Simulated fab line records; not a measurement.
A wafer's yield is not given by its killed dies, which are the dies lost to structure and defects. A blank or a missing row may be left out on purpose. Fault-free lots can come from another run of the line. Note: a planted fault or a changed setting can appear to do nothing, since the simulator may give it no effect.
fab line records || flow nand_harc || part 2 of 2: steps 22 to 32 of 32
[record] {"lots": 5, "wafers": 15, "last_day": 33}
route steps=1302 shown A_SLIT@931 A_SIN_REMOVE@947 A_WL_FILL@952
lots that met no fault: taken from a fault-free run of the same line
start_h: hours from the record's opening day to when the first of the lot's shown wafers began || wait_h: hours since the lot's step before || " identical to the entry in the row above || L1.1+2: several wafers, shown together as one row || - no value, or no start given || * or withheld: withheld || < > ~ a bound
route shown NAME@n: a module of which the file shows steps, and the number in the route of the first || usual: average and standard deviation across the fault-free wafers || same: alike in all rows || chamber/n: place in a boat || sites: per-site readings || _std_site: standard deviation of those values || _edge_site: the outer-site mean with the inner-site mean subtracted || radius_mm: for every site, how far away it sits from the centre of the wafer || mask NAME#n: copy n || behind: tool/chamber where the wafer was last shaped || hold: what put the lot on hold/how long, in hours/how the hold closed || device: the n, p or np transistor that did not switch || end of line: tests of these same wafers at the route's end || a step with no rows: only its recipe || killed: at the first sort, the dies lost to defects and structure; wafer yield is something else || map: per-die view of a wafer (x killed, . not killed, _ where there is no die)
set.NAME: the setting the step ran with; set.NAME@STEP: the setting that earlier step ran with || model.NAME: the simulator's own value behind a step, which no gauge read
certain route steps with their lots: each step a table, each wafer a row
services: when a tool's chamber went out of use (start_h, in hours from the record's first day, below 0 if earlier), for how many hours, and the reason
[[steps]]
[step NHARC_A_WL_FILL_RTA_01]
[recipe] {"temp_c": 1000, "time_s": 5}
[usual] {"lamp_power_pct": "28.7/1.7", "wafer_temp_C_max": "1005.7/1.1"}
{"lot.wafer": "L080.2", "tool": "rtp_anneal-02", "chamber": 0, "start_h": 521.93, "wait_h": "-", "lamp_power_pct": 30.7, "wafer_temp_C_max": 1005.0}
{"lot.wafer": "L080.4", "tool": "rtp_anneal-02", "chamber": 0, "start_h": 521.93, "wait_h": "-", "lamp_power_pct": 30.7, "wafer_temp_C_max": 1007.7}
{"lot.wafer": "L080.6", "tool": "rtp_anneal-02", "chamber": 0, "start_h": 521.93, "wait_h": "-", "lamp_power_pct": 30.7, "wafer_temp_C_max": 1005.7}
{"lot.wafer": "L089.2", "tool": "rtp_anneal-01", "chamber": 0, "start_h": 617.32, "wait_h": "-", "lamp_power_pct": 27.2, "wafer_temp_C_max": 1005.0}
{"lot.wafer": "L089.4", "tool": "rtp_anneal-01", "chamber": 0, "start_h": 617.32, "wait_h": "-", "lamp_power_pct": 27.2, "wafer_temp_C_max": 1005.4}
{"lot.wafer": "L089.5", "tool": "rtp_anneal-01", "chamber": 0, "start_h": 617.32, "wait_h": "-", "lamp_power_pct": 27.2, "wafer_temp_C_max": 1005.4}
{"lot.wafer": "L091.4", "tool": "rtp_anneal-02", "chamber": 0, "start_h": 660.01, "wait_h": "-", "lamp_power_pct": 30.7, "wafer_temp_C_max": 1003.7}
{"lot.wafer": "L091.5", "tool": "rtp_anneal-02", "chamber": 0, "start_h": 660.01, "wait_h": "-", "lamp_power_pct": 30.7, "wafer_temp_C_max": 1004.7}
{"lot.wafer": "L091.6", "tool": "rtp_anneal-02", "chamber": 0, "start_h": 660.01, "wait_h": "-", "lamp_power_pct": 30.7, "wafer_temp_C_max": 1004.9}
{"lot.wafer": "L093.1", "tool": "rtp_anneal-01", "chamber": 0, "start_h": 663.97, "wait_h": "-", "lamp_power_pct": 27.3, "wafer_temp_C_max": 1003.7}
{"lot.wafer": "L093.4", "tool": "rtp_anneal-01", "chamber": 0, "start_h": 663.97, "wait_h": "-", "lamp_power_pct": 27.3, "wafer_temp_C_max": 1005.3}
{"lot.wafer": "L093.5", "tool": "rtp_anneal-01", "chamber": 0, "start_h": 663.97, "wait_h": "-", "lamp_power_pct": 27.3, "wafer_temp_C_max": 1006.2}
{"lot.wafer": "L096.1", "tool": "rtp_anneal-02", "chamber": 0, "start_h": 680.59, "wait_h": "-", "lamp_power_pct": 30.7, "wafer_temp_C_max": 1006.6}
{"lot.wafer": "L096.5", "tool": "rtp_anneal-02", "chamber": 0, "start_h": 680.59, "wait_h": "-", "lamp_power_pct": 30.7, "wafer_temp_C_max": 1006.0}
{"lot.wafer": "L096.6", "tool": "rtp_anneal-02", "chamber": 0, "start_h": 680.59, "wait_h": "-", "lamp_power_pct": 30.7, "wafer_temp_C_max": 1007.8}
[step NHARC_A_WL_FILL_ALD_02]
[recipe] {"target_thk_a": 20, "pulse_time_s": 3, "ald_cycles": 100, "temp_c": 450, "material": "TiN"}
[usual] {"heater_power_w": "1132/130", "precursor_pulse_height_rel": "1.000/0.019"}
{"lot.wafer": "L080.2", "tool": "ald_metal-04", "chamber": 3, "start_h": 522.12, "wait_h": 0.2, "heater_power_w": 1132, "precursor_pulse_height_rel": 0.984}
{"lot.wafer": "L080.4", "tool": "ald_metal-04", "chamber": 0, "start_h": 522.12, "wait_h": 0.2, "heater_power_w": 1187, "precursor_pulse_height_rel": 1.016}
{"lot.wafer": "L080.6", "tool": "ald_metal-04", "chamber": 0, "start_h": 522.12, "wait_h": 0.2, "heater_power_w": 1210, "precursor_pulse_height_rel": 0.980}
{"lot.wafer": "L089.4", "tool": "ald_metal-03", "chamber": 1, "start_h": 617.54, "wait_h": 0.1, "heater_power_w": 1320, "precursor_pulse_height_rel": 0.993}
{"lot.wafer": "L089.2", "tool": "ald_metal-03", "chamber": 3, "start_h": 617.54, "wait_h": 0.1, "heater_power_w": 1129, "precursor_pulse_height_rel": 0.988}
{"lot.wafer": "L089.5", "tool": "ald_metal-03", "chamber": 0, "start_h": 617.54, "wait_h": 0.1, "heater_power_w": 1161, "precursor_pulse_height_rel": 1.005}
{"lot.wafer": "L091.4", "tool": "ald_metal-01", "chamber": 1, "start_h": 660.26, "wait_h": 0.2, "heater_power_w": 1233, "precursor_pulse_height_rel": 1.007}
{"lot.wafer": "L091.6", "tool": "ald_metal-01", "chamber": 2, "start_h": 660.26, "wait_h": 0.2, "heater_power_w": 1229, "precursor_pulse_height_rel": 1.002}
{"lot.wafer": "L091.5", "tool": "ald_metal-01", "chamber": 3, "start_h": 660.26, "wait_h": 0.2, "heater_power_w": 1049, "precursor_pulse_height_rel": 0.967}
{"lot.wafer": "L093.4", "tool": "ald_metal-04", "chamber": 2, "start_h": 664.18, "wait_h": 0.1, "heater_power_w": 993, "precursor_pulse_height_rel": 1.021}
{"lot.wafer": "L093.1", "tool": "ald_metal-04", "chamber": 1, "start_h": 664.18, "wait_h": 0.1, "heater_power_w": 1095, "precursor_pulse_height_rel": 0.992}
{"lot.wafer": "L093.5", "tool": "ald_metal-04", "chamber": 3, "start_h": 664.18, "wait_h": 0.1, "heater_power_w": 1213, "precursor_pulse_height_rel": 0.982}
{"lot.wafer": "L096.1", "tool": "ald_metal-01", "chamber": 1, "start_h": 680.84, "wait_h": 0.2, "heater_power_w": 1249, "precursor_pulse_height_rel": 0.997}
{"lot.wafer": "L096.5", "tool": "ald_metal-01", "chamber": 0, "start_h": 680.84, "wait_h": 0.2, "heater_power_w": 1123, "precursor_pulse_height_rel": 0.968}
{"lot.wafer": "L096.6", "tool": "ald_metal-01", "chamber": 1, "start_h": 680.84, "wait_h": 0.2, "heater_power_w": 1225, "precursor_pulse_height_rel": 1.005}
[step NHARC_A_WL_FILL_CVD_03]
[recipe] {"target_thk_a": 400, "temp_c": 300, "pressure_torr": 40, "wf6_flow_sccm": 40, "h2_flow_sccm": 1600, "ar_flow_sccm": 1560, "time_s": 279, "material": "W"}
[usual] {"heater_power_w": "432/29", "throttle_valve_pct": "7.78/0.19"}
{"lot.wafer": "L080.2", "tool": "cvd_w-01", "chamber": 1, "start_h": 522.61, "wait_h": 0.1, "heater_power_w": 456, "throttle_valve_pct": 7.95}
{"lot.wafer": "L080.4", "tool": "cvd_w-01", "chamber": 0, "start_h": 522.61, "wait_h": 0.1, "heater_power_w": 377, "throttle_valve_pct": 7.51}
{"lot.wafer": "L080.6", "tool": "cvd_w-01", "chamber": 1, "start_h": 522.61, "wait_h": 0.1, "heater_power_w": 442, "throttle_valve_pct": 7.89}
{"lot.wafer": "L089.2", "tool": "cvd_w-01", "chamber": 1, "start_h": 617.94, "wait_h": 0.1, "heater_power_w": 441, "throttle_valve_pct": 7.47}
{"lot.wafer": "L089.4", "tool": "cvd_w-01", "chamber": 0, "start_h": 617.94, "wait_h": 0.1, "heater_power_w": 389, "throttle_valve_pct": 7.78}
{"lot.wafer": "L089.5", "tool": "cvd_w-01", "chamber": 1, "start_h": 617.94, "wait_h": 0.1, "heater_power_w": 444, "throttle_valve_pct": 7.85}
{"lot.wafer": "L091.4", "tool": "cvd_w-01", "chamber": 1, "start_h": 660.74, "wait_h": 0.2, "heater_power_w": 456, "throttle_valve_pct": 7.63}
{"lot.wafer": "L091.5", "tool": "cvd_w-01", "chamber": 0, "start_h": 660.74, "wait_h": 0.2, "heater_power_w": 381, "throttle_valve_pct": 7.81}
{"lot.wafer": "L091.6", "tool": "cvd_w-01", "chamber": 1, "start_h": 660.74, "wait_h": 0.2, "heater_power_w": 453, "throttle_valve_pct": 7.71}
{"lot.wafer": "L093.1", "tool": "cvd_w-01", "chamber": 0, "start_h": 664.82, "wait_h": 0.3, "heater_power_w": 381, "throttle_valve_pct": 7.74}
{"lot.wafer": "L093.4", "tool": "cvd_w-01", "chamber": 0, "start_h": 664.82, "wait_h": 0.3, "heater_power_w": 378, "throttle_valve_pct": 7.54}
{"lot.wafer": "L093.5", "tool": "cvd_w-01", "chamber": 0, "start_h": 664.82, "wait_h": 0.3, "heater_power_w": 385, "throttle_valve_pct": 7.58}
{"lot.wafer": "L096.1", "tool": "cvd_w-02", "chamber": 1, "start_h": 681.29, "wait_h": 0.1, "heater_power_w": 439, "throttle_valve_pct": 7.73}
{"lot.wafer": "L096.6", "tool": "cvd_w-02", "chamber": 0, "start_h": 681.29, "wait_h": 0.1, "heater_power_w": 450, "throttle_valve_pct": 7.77}
{"lot.wafer": "L096.5", "tool": "cvd_w-02", "chamber": 1, "start_h": 681.29, "wait_h": 0.1, "heater_power_w": 462, "throttle_valve_pct": 8.31}
[step NHARC_A_WL_FILL_ETCHBACK_04]
[recipe] {"target_depth_a": 600, "time_s": 120, "chemistry": "NF3"}
[usual] {"drypump_motor_current_A": "5.8/0.32", "he_backside_leak_sccm": "3.45/0.23", "oes_product_au": "1.003/0.015"}
{"lot.wafer": "L080.2", "tool": "rie_metal-01", "chamber": 1, "start_h": 522.99, "wait_h": 0.3, "drypump_motor_current_A": 5.8, "he_backside_leak_sccm": 3.41, "oes_product_au": 0.985, "rf_hours_counter_h": 2.1}
{"lot.wafer": "L080.4", "tool": "rie_metal-01", "chamber": 1, "start_h": 522.99, "wait_h": 0.3, "drypump_motor_current_A": 5.8, "he_backside_leak_sccm": 3.32, "oes_product_au": 0.991, "rf_hours_counter_h": "-"}
{"lot.wafer": "L080.6", "tool": "rie_metal-01", "chamber": 0, "start_h": 522.99, "wait_h": 0.3, "drypump_motor_current_A": 6.1, "he_backside_leak_sccm": 3.80, "oes_product_au": 0.994, "rf_hours_counter_h": "-"}
{"lot.wafer": "L089.2", "tool": "rie_metal-01", "chamber": 0, "start_h": 618.35, "wait_h": 0.4, "drypump_motor_current_A": 6.1, "he_backside_leak_sccm": 3.29, "oes_product_au": 0.995, "rf_hours_counter_h": 0.7}
{"lot.wafer": "L089.4", "tool": "rie_metal-01", "chamber": 1, "start_h": 618.35, "wait_h": 0.4, "drypump_motor_current_A": 5.9, "he_backside_leak_sccm": 3.45, "oes_product_au": 1.013, "rf_hours_counter_h": "-"}
{"lot.wafer": "L089.5", "tool": "rie_metal-01", "chamber": 1, "start_h": 618.35, "wait_h": 0.4, "drypump_motor_current_A": 5.9, "he_backside_leak_sccm": 3.34, "oes_product_au": 1.005, "rf_hours_counter_h": "-"}
{"lot.wafer": "L091.4", "tool": "rie_metal-01", "chamber": 0, "start_h": 661.03, "wait_h": 0.2, "drypump_motor_current_A": 6.1, "he_backside_leak_sccm": 3.41, "oes_product_au": 1.001, "rf_hours_counter_h": "-"}
{"lot.wafer": "L091.6", "tool": "rie_metal-01", "chamber": 0, "start_h": 661.03, "wait_h": 0.2, "drypump_motor_current_A": 6.1, "he_backside_leak_sccm": 3.76, "oes_product_au": 0.990, "rf_hours_counter_h": "-"}
{"lot.wafer": "L091.5", "tool": "rie_metal-01", "chamber": 1, "start_h": 661.03, "wait_h": 0.2, "drypump_motor_current_A": 5.9, "he_backside_leak_sccm": 3.58, "oes_product_au": 1.010, "rf_hours_counter_h": "-"}
{"lot.wafer": "L093.1", "tool": "rie_metal-01", "chamber": 1, "start_h": 665.14, "wait_h": 0.3, "drypump_motor_current_A": 5.9, "he_backside_leak_sccm": 3.36, "oes_product_au": 1.005, "rf_hours_counter_h": 1.5}
{"lot.wafer": "L093.4", "tool": "rie_metal-01", "chamber": 0, "start_h": 665.14, "wait_h": 0.3, "drypump_motor_current_A": 6.1, "he_backside_leak_sccm": 3.23, "oes_product_au": 0.998, "rf_hours_counter_h": "-"}
{"lot.wafer": "L093.5", "tool": "rie_metal-01", "chamber": 0, "start_h": 665.14, "wait_h": 0.3, "drypump_motor_current_A": 6.1, "he_backside_leak_sccm": 3.39, "oes_product_au": 0.993, "rf_hours_counter_h": "-"}
{"lot.wafer": "L096.1", "tool": "rie_metal-02", "chamber": 0, "start_h": 681.64, "wait_h": 0.3, "drypump_motor_current_A": 6.0, "he_backside_leak_sccm": 3.65, "oes_product_au": 0.997, "rf_hours_counter_h": 1.0}
{"lot.wafer": "L096.6", "tool": "rie_metal-02", "chamber": 1, "start_h": 681.64, "wait_h": 0.3, "drypump_motor_current_A": 5.3, "he_backside_leak_sccm": 3.42, "oes_product_au": 1.003, "rf_hours_counter_h": "-"}
{"lot.wafer": "L096.5", "tool": "rie_metal-02", "chamber": 0, "start_h": 681.64, "wait_h": 0.3, "drypump_motor_current_A": 6.1, "he_backside_leak_sccm": 3.66, "oes_product_au": 0.993, "rf_hours_counter_h": "-"}
[step NHARC_A_WL_FILL_ETCHBACK_05]
[recipe] {"target_depth_a": 220, "time_s": 60, "temp_c": 40, "chemistry": "Cl2/BCl3"}
[usual] {"drypump_motor_current_A": "5.8/0.32", "he_backside_leak_sccm": "3.4/0.35", "oes_product_au": "1.003/0.016"}
{"lot.wafer": "L080.2", "tool": "rie_metal-01", "chamber": 0, "start_h": 523.21, "wait_h": 0.2, "drypump_motor_current_A": 6.1, "he_backside_leak_sccm": 3.5, "oes_product_au": 1.000, "rf_hours_counter_h": 2.2}
{"lot.wafer": "L080.4", "tool": "rie_metal-01", "chamber": 0, "start_h": 523.21, "wait_h": 0.2, "drypump_motor_current_A": 6.1, "he_backside_leak_sccm": 3.9, "oes_product_au": 0.999, "rf_hours_counter_h": "-"}
{"lot.wafer": "L080.6", "tool": "rie_metal-01", "chamber": 1, "start_h": 523.21, "wait_h": 0.2, "drypump_motor_current_A": 5.9, "he_backside_leak_sccm": 3.6, "oes_product_au": 1.000, "rf_hours_counter_h": "-"}
{"lot.wafer": "L089.2", "tool": "rie_metal-01", "chamber": 0, "start_h": 618.57, "wait_h": 0.2, "drypump_motor_current_A": 6.1, "he_backside_leak_sccm": 3.9, "oes_product_au": 0.997, "rf_hours_counter_h": 0.9}
{"lot.wafer": "L089.4", "tool": "rie_metal-01", "chamber": 0, "start_h": 618.57, "wait_h": 0.2, "drypump_motor_current_A": 6.1, "he_backside_leak_sccm": 3.7, "oes_product_au": 0.985, "rf_hours_counter_h": "-"}
{"lot.wafer": "L089.5", "tool": "rie_metal-01", "chamber": 1, "start_h": 618.57, "wait_h": 0.2, "drypump_motor_current_A": 5.9, "he_backside_leak_sccm": 3.3, "oes_product_au": 1.006, "rf_hours_counter_h": "-"}
{"lot.wafer": "L091.4", "tool": "rie_metal-01", "chamber": 0, "start_h": 661.23, "wait_h": 0.2, "drypump_motor_current_A": 6.1, "he_backside_leak_sccm": 3.3, "oes_product_au": 0.993, "rf_hours_counter_h": "-"}
{"lot.wafer": "L091.6", "tool": "rie_metal-01", "chamber": 0, "start_h": 661.23, "wait_h": 0.2, "drypump_motor_current_A": 6.1, "he_backside_leak_sccm": 3.3, "oes_product_au": 0.983, "rf_hours_counter_h": "-"}
{"lot.wafer": "L091.5", "tool": "rie_metal-01", "chamber": 1, "start_h": 661.23, "wait_h": 0.2, "drypump_motor_current_A": 5.9, "he_backside_leak_sccm": 3.4, "oes_product_au": 1.016, "rf_hours_counter_h": "-"}
{"lot.wafer": "L093.1", "tool": "rie_metal-01", "chamber": 0, "start_h": 665.39, "wait_h": 0.2, "drypump_motor_current_A": 6.1, "he_backside_leak_sccm": 3.3, "oes_product_au": 0.981, "rf_hours_counter_h": 1.6}
{"lot.wafer": "L093.4", "tool": "rie_metal-01", "chamber": 0, "start_h": 665.39, "wait_h": 0.2, "drypump_motor_current_A": 6.1, "he_backside_leak_sccm": 3.5, "oes_product_au": 0.999, "rf_hours_counter_h": "-"}
{"lot.wafer": "L093.5", "tool": "rie_metal-01", "chamber": 0, "start_h": 665.39, "wait_h": 0.2, "drypump_motor_current_A": 6.1, "he_backside_leak_sccm": 3.4, "oes_product_au": 0.986, "rf_hours_counter_h": "-"}
{"lot.wafer": "L096.1", "tool": "rie_metal-02", "chamber": 1, "start_h": 681.85, "wait_h": 0.2, "drypump_motor_current_A": 5.3, "he_backside_leak_sccm": 3.5, "oes_product_au": 1.008, "rf_hours_counter_h": 1.1}
{"lot.wafer": "L096.5", "tool": "rie_metal-02", "chamber": 1, "start_h": 681.85, "wait_h": 0.2, "drypump_motor_current_A": 5.3, "he_backside_leak_sccm": 3.5, "oes_product_au": 1.010, "rf_hours_counter_h": "-"}
{"lot.wafer": "L096.6", "tool": "rie_metal-02", "chamber": 0, "start_h": 681.85, "wait_h": 0.2, "drypump_motor_current_A": 6.0, "he_backside_leak_sccm": 3.7, "oes_product_au": 0.994, "rf_hours_counter_h": "-"}
[step NHARC_A_WL_FILL_STRIP_27]
[recipe] {"power_w": 1500, "temp_c": 250, "time_s": 20, "chemistry": "N2/H2"}
[usual] {"drypump_motor_current_A": "5.2/0.48", "heater_power_w": "314/20"}
{"lot.wafer": "L080.2", "tool": "plasma_asher-02", "chamber": 1, "start_h": 523.46, "wait_h": 0.2, "drypump_motor_current_A": 5.0, "heater_power_w": 297, "rf_hours_counter_h": 17}
{"lot.wafer": "L080.4", "tool": "plasma_asher-02", "chamber": 0, "start_h": 523.46, "wait_h": 0.2, "drypump_motor_current_A": 4.7, "heater_power_w": 350, "rf_hours_counter_h": "-"}
{"lot.wafer": "L080.6", "tool": "plasma_asher-02", "chamber": 0, "start_h": 523.46, "wait_h": 0.2, "drypump_motor_current_A": 4.7, "heater_power_w": 341, "rf_hours_counter_h": "-"}
{"lot.wafer": "L089.2", "tool": "plasma_asher-02", "chamber": 0, "start_h": 618.72, "wait_h": 0.1, "drypump_motor_current_A": 4.8, "heater_power_w": 352, "rf_hours_counter_h": 2}
{"lot.wafer": "L089.4", "tool": "plasma_asher-02", "chamber": 1, "start_h": 618.72, "wait_h": 0.1, "drypump_motor_current_A": 5.1, "heater_power_w": 315, "rf_hours_counter_h": "-"}
{"lot.wafer": "L089.5", "tool": "plasma_asher-02", "chamber": 1, "start_h": 618.72, "wait_h": 0.1, "drypump_motor_current_A": 5.1, "heater_power_w": 301, "rf_hours_counter_h": "-"}
{"lot.wafer": "L091.4", "tool": "plasma_asher-01", "chamber": 0, "start_h": 661.39, "wait_h": 0.1, "drypump_motor_current_A": 5.1, "heater_power_w": 296, "rf_hours_counter_h": "-"}
{"lot.wafer": "L091.5", "tool": "plasma_asher-01", "chamber": 0, "start_h": 661.39, "wait_h": 0.1, "drypump_motor_current_A": 5.0, "heater_power_w": 304, "rf_hours_counter_h": "-"}
{"lot.wafer": "L091.6", "tool": "plasma_asher-01", "chamber": 1, "start_h": 661.39, "wait_h": 0.1, "drypump_motor_current_A": 6.1, "heater_power_w": 305, "rf_hours_counter_h": "-"}
{"lot.wafer": "L093.1", "tool": "plasma_asher-02", "chamber": 1, "start_h": 665.54, "wait_h": 0.1, "drypump_motor_current_A": 5.0, "heater_power_w": 309, "rf_hours_counter_h": 9}
{"lot.wafer": "L093.4", "tool": "plasma_asher-02", "chamber": 0, "start_h": 665.54, "wait_h": 0.1, "drypump_motor_current_A": 4.7, "heater_power_w": 340, "rf_hours_counter_h": "-"}
{"lot.wafer": "L093.5", "tool": "plasma_asher-02", "chamber": 0, "start_h": 665.54, "wait_h": 0.1, "drypump_motor_current_A": 4.7, "heater_power_w": 344, "rf_hours_counter_h": "-"}
{"lot.wafer": "L096.1", "tool": "plasma_asher-02", "chamber": 0, "start_h": 681.99, "wait_h": 0.1, "drypump_motor_current_A": 4.7, "heater_power_w": 345, "rf_hours_counter_h": 13}
{"lot.wafer": "L096.5", "tool": "plasma_asher-02", "chamber": 0, "start_h": 681.99, "wait_h": 0.1, "drypump_motor_current_A": 4.7, "heater_power_w": 344, "rf_hours_counter_h": "-"}
{"lot.wafer": "L096.6", "tool": "plasma_asher-02", "chamber": 1, "start_h": 681.99, "wait_h": 0.1, "drypump_motor_current_A": 5.1, "heater_power_w": 310, "rf_hours_counter_h": "-"}
[step NHARC_A_WL_FILL_STRIP_28]
[recipe] {"time_s": 1200, "temp_c": 72.5, "chemistry": "post_etch_residue_remover"}
{"lot.wafer": "L080.2+4+6", "tool": "wet_bench-04", "chamber": "6,0,2", "start_h": 523.61, "wait_h": 0.1}
{"lot.wafer": "L089.5+2+4", "tool": "wet_bench-04", "chamber": "2,4,6", "start_h": 618.87, "wait_h": 0.1}
{"lot.wafer": "L091.5+6+4", "tool": "wet_bench-02", "chamber": "5,7,1", "start_h": 661.52, "wait_h": 0.1}
{"lot.wafer": "L093.1+4+5", "tool": "wet_bench-04", "chamber": "1,3,4", "start_h": 665.71, "wait_h": 0.1}
{"lot.wafer": "L096.5+6+1", "tool": "wet_bench-04", "chamber": "6,7,1", "start_h": 682.16, "wait_h": 0.1}
[step NHARC_A_WL_FILL_PRECLEAN_06]
[recipe] {"time_s": 300, "chemistry": "DIW"}
{"lot.wafer": "L080.2+4+6", "tool": "wet_bench-04", "chamber": "6,0,2", "start_h": "-", "wait_h": "-"}
{"lot.wafer": "L089.5+2+4", "tool": "wet_bench-04", "chamber": "2,4,6", "start_h": "-", "wait_h": "-"}
{"lot.wafer": "L091.5+6+4", "tool": "wet_bench-02", "chamber": "5,7,1", "start_h": "-", "wait_h": "-"}
{"lot.wafer": "L093.1+4+5", "tool": "wet_bench-04", "chamber": "1,3,4", "start_h": "-", "wait_h": "-"}
{"lot.wafer": "L096.5+6+1", "tool": "wet_bench-04", "chamber": "6,7,1", "start_h": "-", "wait_h": "-"}
[step NHARC_A_WL_FILL_SRD_07]
{"lot.wafer": "L080.2+4+6", "tool": "wet_bench-04", "chamber": "6,0,2", "start_h": "-", "wait_h": "-"}
{"lot.wafer": "L089.5+2+4", "tool": "wet_bench-04", "chamber": "2,4,6", "start_h": "-", "wait_h": "-"}
{"lot.wafer": "L091.5+6+4", "tool": "wet_bench-02", "chamber": "5,7,1", "start_h": "-", "wait_h": "-"}
{"lot.wafer": "L093.1+4+5", "tool": "wet_bench-04", "chamber": "1,3,4", "start_h": "-", "wait_h": "-"}
{"lot.wafer": "L096.5+6+1", "tool": "wet_bench-04", "chamber": "6,7,1", "start_h": "-", "wait_h": "-"}
[step NHARC_A_WL_FILL_ANNEAL_08]
[recipe] {"temp_c": 450, "time_s": 1800}
{"lot.wafer": "L080.2+4+6", "tool": "furnace-04", "chamber": 0, "start_h": 527.08, "wait_h": "-"}
{"lot.wafer": "L089.2+4+5", "tool": "furnace-03", "chamber": 0, "start_h": 622.74, "wait_h": "-"}
{"lot.wafer": "L091.4+5+6", "tool": "furnace-05", "chamber": 0, "start_h": 664.57, "wait_h": "-"}
{"lot.wafer": "L093.1+4+5", "tool": "furnace-03", "chamber": 0, "start_h": 671.32, "wait_h": "-"}
{"lot.wafer": "L096.1+5+6", "tool": "furnace-05", "chamber": 0, "start_h": 683.23, "wait_h": "-"}
[step NHARC_A_WL_FILL_ALD_10]
[recipe] {"target_thk_a": 500, "pulse_time_s": 10, "ald_cycles": 500, "temp_c": 300, "material": "SiO2"}
[usual] {"heater_power_w": "484/74", "precursor_pulse_height_rel": "1.000/0.02"}
{"lot.wafer": "L080.4", "tool": "ald_hk-04", "chamber": 0, "start_h": 528.57, "wait_h": 0.1, "heater_power_w": 602, "precursor_pulse_height_rel": 0.997}
{"lot.wafer": "L080.2", "tool": "ald_hk-04", "chamber": 1, "start_h": 528.57, "wait_h": 0.1, "heater_power_w": 474, "precursor_pulse_height_rel": 1.003}
{"lot.wafer": "L080.6", "tool": "ald_hk-04", "chamber": 0, "start_h": 530.63, "wait_h": 2.1, "heater_power_w": 595, "precursor_pulse_height_rel": 1.019}
{"lot.wafer": "L089.4", "tool": "ald_hk-01", "chamber": 0, "start_h": 624.74, "wait_h": 0.6, "heater_power_w": 595, "precursor_pulse_height_rel": 0.988}
{"lot.wafer": "L089.2", "tool": "ald_hk-01", "chamber": 2, "start_h": 625.76, "wait_h": 1.6, "heater_power_w": 433, "precursor_pulse_height_rel": 1.026}
{"lot.wafer": "L089.5", "tool": "ald_hk-01", "chamber": 0, "start_h": 626.79, "wait_h": 2.6, "heater_power_w": 594, "precursor_pulse_height_rel": 0.975}
{"lot.wafer": "L091.4", "tool": "ald_hk-04", "chamber": 0, "start_h": 666.60, "wait_h": 0.6, "heater_power_w": 603, "precursor_pulse_height_rel": 1.005}
{"lot.wafer": "L091.6", "tool": "ald_hk-04", "chamber": 3, "start_h": 668.16, "wait_h": 2.1, "heater_power_w": 498, "precursor_pulse_height_rel": 0.995}
{"lot.wafer": "L091.5", "tool": "ald_hk-04", "chamber": 0, "start_h": 668.16, "wait_h": 2.1, "heater_power_w": 622, "precursor_pulse_height_rel": 1.014}
{"lot.wafer": "L093.4", "tool": "ald_hk-04", "chamber": 1, "start_h": 673.83, "wait_h": 1.1, "heater_power_w": 490, "precursor_pulse_height_rel": 0.989}
{"lot.wafer": "L093.1", "tool": "ald_hk-04", "chamber": 2, "start_h": 673.83, "wait_h": 1.1, "heater_power_w": 470, "precursor_pulse_height_rel": 1.005}
{"lot.wafer": "L093.5", "tool": "ald_hk-04", "chamber": 0, "start_h": 675.36, "wait_h": 2.6, "heater_power_w": 630, "precursor_pulse_height_rel": 1.012}
{"lot.wafer": "L096.1", "tool": "ald_hk-04", "chamber": 1, "start_h": 686.90, "wait_h": 2.2, "heater_power_w": 502, "precursor_pulse_height_rel": 1.003}
{"lot.wafer": "L096.5", "tool": "ald_hk-04", "chamber": 0, "start_h": 688.44, "wait_h": 3.8, "heater_power_w": 602, "precursor_pulse_height_rel": 0.974}
{"lot.wafer": "L096.6", "tool": "ald_hk-04", "chamber": 1, "start_h": 688.44, "wait_h": 3.8, "heater_power_w": 492, "precursor_pulse_height_rel": 1.010}
[[services]]
{"tool": "rie_diel-07", "chamber": "-", "start_h": 495.83, "hours": 0.4, "kind": "repair"}
{"tool": "plasma_asher-02", "chamber": "-", "start_h": 495.89, "hours": 0.5, "kind": "repair"}
{"tool": "rie_diel-07", "chamber": 2, "start_h": 498.78, "hours": 3.8, "kind": "repair"}
{"tool": "rie_metal-01", "chamber": "-", "start_h": 504.19, "hours": 0.6, "kind": "repair"}
{"tool": "wet_h3po4-01", "chamber": "-", "start_h": 512.21, "hours": 8.0, "kind": "pm"}
{"tool": "rie_diel-11", "chamber": 1, "start_h": 525.78, "hours": 7.0, "kind": "repair"}
{"tool": "wet_bench-09", "chamber": "-", "start_h": 528.80, "hours": 8.0, "kind": "pm"}
{"tool": "litho_track-06", "chamber": "-", "start_h": 529.00, "hours": 7.0, "kind": "pm"}
{"tool": "cvd_w-01", "chamber": "-", "start_h": 547.00, "hours": 13.0, "kind": "pm"}
{"tool": "rie_diel-01", "chamber": "-", "start_h": 557.96, "hours": 9.0, "kind": "pm"}
{"tool": "wet_bench-03", "chamber": "-", "start_h": 562.40, "hours": 8.0, "kind": "pm"}
{"tool": "ald_hk-03", "chamber": "-", "start_h": 572.35, "hours": 10.0, "kind": "pm"}
{"tool": "rie_metal-01", "chamber": "-", "start_h": 575.00, "hours": 9.0, "kind": "pm"}
{"tool": "wet_bench-04", "chamber": "-", "start_h": 579.20, "hours": 8.0, "kind": "pm"}
{"tool": "rie_diel-11", "chamber": 3, "start_h": 594.46, "hours": 1.5, "kind": "repair"}
{"tool": "cvd_w-01", "chamber": 0, "start_h": 598.93, "hours": 8.2, "kind": "repair"}
{"tool": "rie_diel-01", "chamber": 0, "start_h": 600.57, "hours": 6.8, "kind": "repair"}
{"tool": "plasma_asher-02", "chamber": "-", "start_h": 603.00, "hours": 9.0, "kind": "pm"}
{"tool": "ald_hk-04", "chamber": "-", "start_h": 616.36, "hours": 10.0, "kind": "pm"}
{"tool": "rie_diel-11", "chamber": "-", "start_h": 639.45, "hours": 9.0, "kind": "pm"}
{"tool": "rie_diel-07", "chamber": "-", "start_h": 648.21, "hours": 9.0, "kind": "pm"}
{"tool": "rie_diel-11", "chamber": 2, "start_h": 651.28, "hours": 4.5, "kind": "repair"}
{"tool": "rie_diel-01", "chamber": 3, "start_h": 677.30, "hours": 21.7, "kind": "repair"}
{"tool": "rie_diel-11", "chamber": 2, "start_h": 677.93, "hours": 6.4, "kind": "repair"}
